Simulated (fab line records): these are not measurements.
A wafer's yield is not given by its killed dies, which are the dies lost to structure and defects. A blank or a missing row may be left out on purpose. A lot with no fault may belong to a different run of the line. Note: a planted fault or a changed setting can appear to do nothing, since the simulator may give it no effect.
Split-lot trial	flow n5-finfet	on a route of 1938 steps: 7 lots, 39 wafers read

## SPLIT DETAILS
At N5_FIN_SAQP_HM_DEP_72 (deposits SiO2 from SiH4/N2O, target thk 12 nm, time 7.2 s), the setting time-s was moved away from the recipe's 7.2 s on 9 of the 39 wafers read, by -54.9% to -18.9%. This setting was run at the recipe's value on the other wafers.

## FROM THE SPLIT TO THE READING: what the file shows between them, 4 steps
- N5_FIN_SAQP_COAT_49: time 60 s, resist thk 100 nm
- N5_FIN_SAQP_COAT_50: time 60 s, resist thk 35 nm
- N5_FIN_SAQP_ETCH_52: etches SOC in N2/H2, target depth 100 nm, overetch 20 nm, time 150 s
- N5_FIN_SAQP_STRIP_53: strips in N2/H2

## THE READING
etch.depth-nm (the simulator's own value, which no gauge read), in nm, at N5_FIN_SAQP_HM_OPEN_73 (chemistry CHF3/O2, target SiO2, stops on a-Si, target depth 12 nm, time 16.8 s). No usual value for it is given in the file. Average 11.980 nm, standard deviation 0.16 nm, over the 30 wafers here run with the recipe.

wafer	tool, chamber at the split	time-s as run, s	against the recipe	etch.depth-nm, nm	against lot-mates on the recipe
L079.1	pecvd-04, 2	7.2	recipe	11.89	-
L079.2	pecvd-04, 1	7.2	recipe	11.87	-
L079.3	pecvd-04, 0	7.2	recipe	11.88	-
L079.4	pecvd-04, 2,0	7.2	recipe	12.02	-
L079.6	pecvd-04, 2,0	7.2	recipe	12.02	-
L079.5	pecvd-04, 1	7.2	recipe	11.86	-
L080.1	pecvd-03, 2	5.836	-18.9%	9.601	-2.316
L080.2	pecvd-03, 0	7.2	recipe	12.03	-
L080.3	pecvd-03, 1	7.2	recipe	11.68	-
L080.4	pecvd-03, 0	5.836	-18.9%	9.752	-2.165
L080.5	pecvd-03, 2	5.836	-18.9%	9.905	-2.012
L080.6	pecvd-03, 1	7.2	recipe	12.04	-
L081.1	pecvd-01, 1	7.2	recipe	12.11	-
L081.2	pecvd-01, 2	7.2	recipe	12.04	-
L081.3	pecvd-01, 0	7.2	recipe	12.16	-
L081.4	pecvd-01, 0	7.2	recipe	12.24	-
L081.5	pecvd-01, 1	7.2	recipe	12.09	-
L081.6	pecvd-01, 2	7.2	recipe	12.28	-
L083.1	pecvd-01, 1	3.246	-54.9%	5.285	-6.618
L083.2	pecvd-01, 0	7.2	recipe	11.62	-
L083.3	pecvd-01, 2	7.2	recipe	11.9	-
L083.4	pecvd-01, 0	7.2	recipe	12.19	-
L083.5	pecvd-01, 1	3.246	-54.9%	5.315	-6.588
L083.6	pecvd-01, 2	3.246	-54.9%	5.264	-6.639
L093.1	pecvd-03, 0	7.2	recipe	11.88	-
L093.2	pecvd-03, 1	7.2	recipe	11.9	-
L093.3	pecvd-03, 2	4.696	-34.8%	7.701	-4.226
L093.4	pecvd-03, 0	4.696	-34.8%	7.903	-4.024
L093.5	pecvd-03, 1	7.2	recipe	12	-
L093.6	pecvd-03, 2	4.696	-34.8%	7.852	-4.075
L094.1	pecvd-01, 0	7.2	recipe	11.87	-
L094.2	pecvd-01, 1,2	7.2	recipe	12.07	-
L094.5	pecvd-01, 1,2	7.2	recipe	12.07	-
L094.3	pecvd-01, 2	7.2	recipe	12.06	-
L094.4	pecvd-01, 0	7.2	recipe	12.03	-
L094.6	pecvd-01, 1	7.2	recipe	12.21	-
L096.1	pecvd-03, 1	7.2	recipe	11.78	-
L096.3	pecvd-03, 0	7.2	recipe	11.71	-
L096.4	pecvd-03, 0	7.2	recipe	11.89	-
Where a row lists several chambers, the file gives one row for several wafers and doesn't say which wafer went through which chamber.

THE FIT
A straight line over all 39 wafers: etch.depth-nm changes by +0.121 nm for each +1% of time-s; r = +1.00; the points scatter about the line by 0.15 nm.
The same after taking each lot's own level away (the mean of its wafers on the recipe; 39 wafers): +0.12 nm for each +1%; r = +1.00; scatter 0.12 nm.
On that fit, the largest move of time-s shifts the reading by 6.6 nm.
The span of the lots' own levels, 11.7933 to 12.1533 nm, comes to 2.2 times the standard deviation stated above.
So the lot-to-lot level changes the slope little: the two slopes agree.
Check: for one of the wafers moved furthest among these (-54.9%), held out of the fit, the line's prediction against its lot-mates is -6.54 nm. Against them it came out at -6.62 nm.

## OTHER SPLITS APPLIED TO THESE WAFERS
Before the reading, these wafers also passed through other splits. Each is held against what the fit with the lots' levels taken away leaves over:
other split on the same wafers	wafers away from the commonest value	r with etch.depth-nm (lot level and that fit taken away)
N5_ZERO_LAYER_PECVD_02 time-s	18	+0.12

## THE WHOLE CHAIN: every reading that the file lists as answering this split, in the file's order
step	what it does	reading	change (the file's fit)	r (the file's)
N5_FIN_SAQP_HM_DEP_72	deposits SiO2 from SiH4/N2O, target thk 12 nm, time 7.2 s	SiO2_of_FIN_SAQP_HM_DEP_72.thk-nm (the simulator's own value, which no gauge read)	+0.119 nm for each +1% of the setting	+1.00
N5_FIN_SAQP_HM_OPEN_73	chemistry CHF3/O2, target SiO2, stops on a-Si, target depth 12 nm, time 16.8 s	etch.depth-nm (the simulator's own value, which no gauge read)	+0.119 nm for each +1% of the setting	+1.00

## THE FILE'S OWN FIT
etch.depth-nm changes by +0.119 nm for each +1% of time-s, r = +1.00.
